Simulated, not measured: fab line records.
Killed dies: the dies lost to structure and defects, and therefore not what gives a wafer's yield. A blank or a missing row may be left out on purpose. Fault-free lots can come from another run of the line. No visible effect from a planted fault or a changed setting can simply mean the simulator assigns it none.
Matching of chambers | flow nand_harc | NHARC_A_SGD_CUT_CMP_21 on cmp-03: 4 sister chambers
The step polishes, target thk 148.19 nm. 4 wafers are shown with their chamber, then 10 later ones without.

WAFERS PAIRED WITH THEIR CHAMBERS
wafer  | chamber | motor_current_A (A)
L087.2 | 3       | 12.4
L087.6 | 2       | 14.4
L089.1 | 1       | 12.5
L089.2 | 0       | 13.5

WAFERS WITH NO CHAMBER GIVEN
wafer  | motor_current_A (A)
L089.5 | 14.5
L088.1 | 12.1
L088.3 | 12.4
L088.5 | 12.8
L091.1 | 13.4
L091.3 | 12.2
L091.4 | 12.8
L096.2 | 13.0
L096.4 | 12.3
L096.5 | 14.6

CHAMBER TAKEN BY EACH
wafer  | from the rows above          | in truth
L089.5 | 2                            | 2
L088.1 | can't be placed: 3 or 1      | 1
L088.3 | can't be placed: 3 or 1      | 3
L088.5 | can't be placed: 1 or 3 or 0 | 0
L091.1 | 0                            | 0
L091.3 | can't be placed: 3 or 1      | 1
L091.4 | can't be placed: 1 or 3 or 0 | 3
L096.2 | can't be placed: 0 or 1 or 3 | 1
L096.4 | can't be placed: 3 or 1      | 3
L096.5 | 2                            | 2
Correct placement for 3 of the 10. These rows do not allow placing 7 (true chamber among the candidates in 7). Wrongly placed: 0.
How it was worked out, from the rows above alone: a wafer's distance from a chamber is the root of the sum, over the readings, of the square of ((its reading less the chamber's mean) divided by the reading's scatter). The wafer belongs to the nearest chamber; if the next one is less than 2 further off, it can't be placed. Each chamber's mean is taken over the wafers shown for it. The scatter: root of mean squared gap, hidden wafer to nearest shown wafer, with one shown wafer a chamber.
